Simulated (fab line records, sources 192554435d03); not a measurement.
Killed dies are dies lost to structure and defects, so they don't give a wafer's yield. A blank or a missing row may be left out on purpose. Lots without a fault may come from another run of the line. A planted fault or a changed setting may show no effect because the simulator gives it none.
Split-lot experiment | flow n5_finfet | 7 lots, 21 wafers read, on a route of 1938 steps

THE SPLIT
At N5_MOL_CONTACT_COAG_ALD_133 (deposits SiO2, target thk 5 nm, pulse time 1 s, co reactant pulse time 1 s), the setting ald_cycles was moved away from the recipe's 35 on 7 of the 21 wafers read, by -11.4% to +11.4%. The other wafers ran this setting at the recipe's value.

The reading is taken at the split's own step.

THE READING
SiO2_of_MOL_CONTACT_COAG_ALD_133.thk_nm (the simulator's own value, which no gauge read), in nm, at N5_MOL_CONTACT_COAG_ALD_133 (deposits SiO2, target thk 5 nm, pulse time 1 s, co reactant pulse time 1 s). The file gives no usual value for it.

wafer  | tool, chamber at the split | ald_cycles as run | against the recipe | SiO2_of_MOL_CONTACT_COAG_ALD_133.thk_nm, nm | against lot-mates on the recipe
L074.1 | ald_sin-02, 2,1            | 35                | recipe             | 5                                           | -
L074.4 | ald_sin-02, 2,1            | 35                | recipe             | 5                                           | -
L074.6 | ald_sin-02, 3              | 39                | +11.4%             | 5.6                                         | +0.6
L077.1 | ald_sin-01, 2,0,1          | 35                | recipe             | 5                                           | -
L077.3 | ald_sin-01, 2,0,1          | 35                | recipe             | 5                                           | -
L077.5 | ald_sin-01, 2,0,1          | 35                | recipe             | 5                                           | -
L079.1 | ald_sin-01, 3              | 35                | recipe             | 5                                           | -
L079.3 | ald_sin-01, 2,1            | 38                | +8.6%              | 5.4                                         | +0.4
L079.4 | ald_sin-01, 2,1            | 38                | +8.6%              | 5.4                                         | +0.4
L081.1 | ald_sin-01, 2,0            | 35                | recipe             | 5                                           | -
L081.3 | ald_sin-01, 2,0            | 35                | recipe             | 5                                           | -
L081.6 | ald_sin-01, 2              | 31                | -11.4%             | 4.4                                         | -0.6
L087.1 | ald_sin-01, 3              | 35                | recipe             | 5                                           | -
L087.2 | ald_sin-01, 0,1            | 32                | -8.6%              | 4.6                                         | -0.4
L087.3 | ald_sin-01, 0,1            | 32                | -8.6%              | 4.6                                         | -0.4
L088.2 | ald_sin-04, 0,1,1          | 35                | recipe             | 5                                           | -
L088.3 | ald_sin-04, 0,1,1          | 35                | recipe             | 5                                           | -
L088.6 | ald_sin-04, 0,1,1          | 35                | recipe             | 5                                           | -
L092.1 | ald_sin-02, 3,1            | 35                | recipe             | 5                                           | -
L092.5 | ald_sin-02, 3,1            | 35                | recipe             | 5                                           | -
L092.6 | ald_sin-02, 0              | 32                | -8.6%              | 4.6                                         | -0.4
Where a row lists several chambers, the file gives one row for several wafers and doesn't say which wafer went through which chamber.

THE FIT
A straight line over all 21 wafers: SiO2_of_MOL_CONTACT_COAG_ALD_133.thk_nm changes by +0.0491 nm for each +1% of ald_cycles; r = +1.00; the points scatter about the line by 0.017 nm.
The same after taking each lot's own level away (the mean of its wafers on the recipe; 21 wafers): +0.0491 nm for each +1%; r = +1.00; scatter 0.017 nm.
On that fit, the largest move of ald_cycles shifts the reading by 0.56 nm.
The lots' own levels span 5.00 to 5.00 nm.
So the lot-to-lot level changes the slope little: the two slopes agree.
Check: with one of the wafers moved furthest among these (+11.4%) left out of the fit, the line predicts +0.548 nm for it against its lot-mates. It came out at +0.6 nm against them.

OTHER SPLITS ON THESE WAFERS
These wafers also went through other splits before the reading. Each is held against what the fit with the lots' levels taken away leaves over:
other split on the same wafers             | wafers away from the commonest value | r with SiO2_of_MOL_CONTACT_COAG_ALD_133.thk_nm (lot level and that fit taken away)
N5_MOL_CONTACT_COAG_CONTACT_ETCH_14 time_s | 4                                    | -0.22

THE FILE'S OWN FIT
SiO2_of_MOL_CONTACT_COAG_ALD_133.thk_nm changes by +0.0498 nm for each +1% of ald_cycles, r = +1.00.
